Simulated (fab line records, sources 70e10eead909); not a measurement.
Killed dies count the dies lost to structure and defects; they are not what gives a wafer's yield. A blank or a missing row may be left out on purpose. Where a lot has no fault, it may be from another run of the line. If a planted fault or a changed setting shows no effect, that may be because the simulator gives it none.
Matching of chambers ; flow nand_harc ; NHARC_P_M1_DESCUM_14 on rie_diel-07: 4 sister chambers
The step chemistry O2, time 3 s. 4 wafers are shown with their chamber, then 8 later ones without.

## WAFERS WITH THEIR CHAMBER
wafer;chamber;oes_product_au (a.u.)
L082.1;2;1.008
L083.1;0;0.986
L083.6;1;1.008
L088.2;3;0.993

## WAFERS WITH NO CHAMBER GIVEN
wafer;oes_product_au (a.u.)
L088.4;1.012
L088.5;0.995
L091.4;0.980
L091.5;1.021
L091.6;0.976
L090.3;0.983
L090.5;1.018
L090.6;0.985

## WHICH CHAMBER EACH WENT THROUGH
wafer;from the rows above;in truth
L088.4;can't be placed: 1 or 2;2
L088.5;can't be placed: 3 or 0 or 1 or 2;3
L091.4;can't be placed: 0 or 3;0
L091.5;can't be placed: 1 or 2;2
L091.6;can't be placed: 0 or 3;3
L090.3;can't be placed: 0 or 3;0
L090.5;can't be placed: 1 or 2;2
L090.6;can't be placed: 0 or 3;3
Correctly placed: 0 of 8. Cannot be placed on the basis of these rows: 8; the candidates contain the true chamber in 8. Placed wrongly: 0.
How it was worked out, from the rows above alone: a wafer's distance from a chamber is the root of the sum, over the readings, of the square of ((its reading less the chamber's mean) divided by the reading's scatter). The wafer belongs to the nearest chamber; if the next one is less than 2 further off, it can't be placed. For every chamber, the mean is computed from those of its wafers that are shown. The scatter: root of mean squared gap, hidden wafer to nearest shown wafer, with one shown wafer a chamber.
